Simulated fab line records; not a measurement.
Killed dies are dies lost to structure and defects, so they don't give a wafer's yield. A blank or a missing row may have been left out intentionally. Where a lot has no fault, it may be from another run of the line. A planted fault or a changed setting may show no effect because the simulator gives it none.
Which tool did it? ; flow n5-finfet ; 36 wafers sampled from 12 lots at 1 step of a route of 1938

== WHAT THE GAUGES READ, wafer by wafer ==
N5_BEOL_M0_SAQP_CD_MEAS_25 targets a cd of 13.1 nm.
lot;measured;on;cd-nm (nm)
L075;day 5 18:32;cd-sem-01;13.12 13.13 13.16
L077;day 6 05:56;cd-sem-03;12.42 12.77 12.82
L079;day 6 20:46;cd-sem-01;12.99 12.69 12.79
L081;day 7 06:07;cd-sem-01;12.65 12.93 12.68
L083;day 7 17:51;cd-sem-02;12.99 12.88 12.73
L085;day 8 07:24;cd-sem-03;12.65 12.82 12.79
L087;day 9 00:59;cd-sem-02;13.12 13.09 12.70
L089;day 9 13:32;cd-sem-02;13.03 12.84 12.46
L092;day 10 01:38;cd-sem-02;12.40 12.67 13.07
L093;day 10 07:12;cd-sem-02;12.63 13.00 12.75
L095;day 10 20:17;cd-sem-02;12.73 12.53 13.43
L097;day 11 06:46;cd-sem-03;12.76 12.84 12.80

== EACH LOT AND THE TOOL THAT RAN IT (in order: tool; ch and the chambers of the sampled wafers; start) ==
There is no process step in the record ahead of these readings.

== THE ANSWER, worked out from the rows above alone ==
Rule: the lots themselves supply what counts as usual. Put in order of their means at a reading, lots are off if they are a third of the lots or fewer, leave a main group of 4 or more, and stand apart from it by a gap of 3 or more times the standard deviation of the main group's means; of several such gaps the widest counts. The tables above print the reading to a certain number of digits; a main group whose means all agree to those digits is not used. A lot without any number at a reading at which 4 lots or more have one is off too. Where the step has rows for the other lots, those lots are counted as sound.
Across all readings shown, no lot is off: no conclusion can be drawn from this.

== WHAT THE SIMULATOR HAD INSERTED ==
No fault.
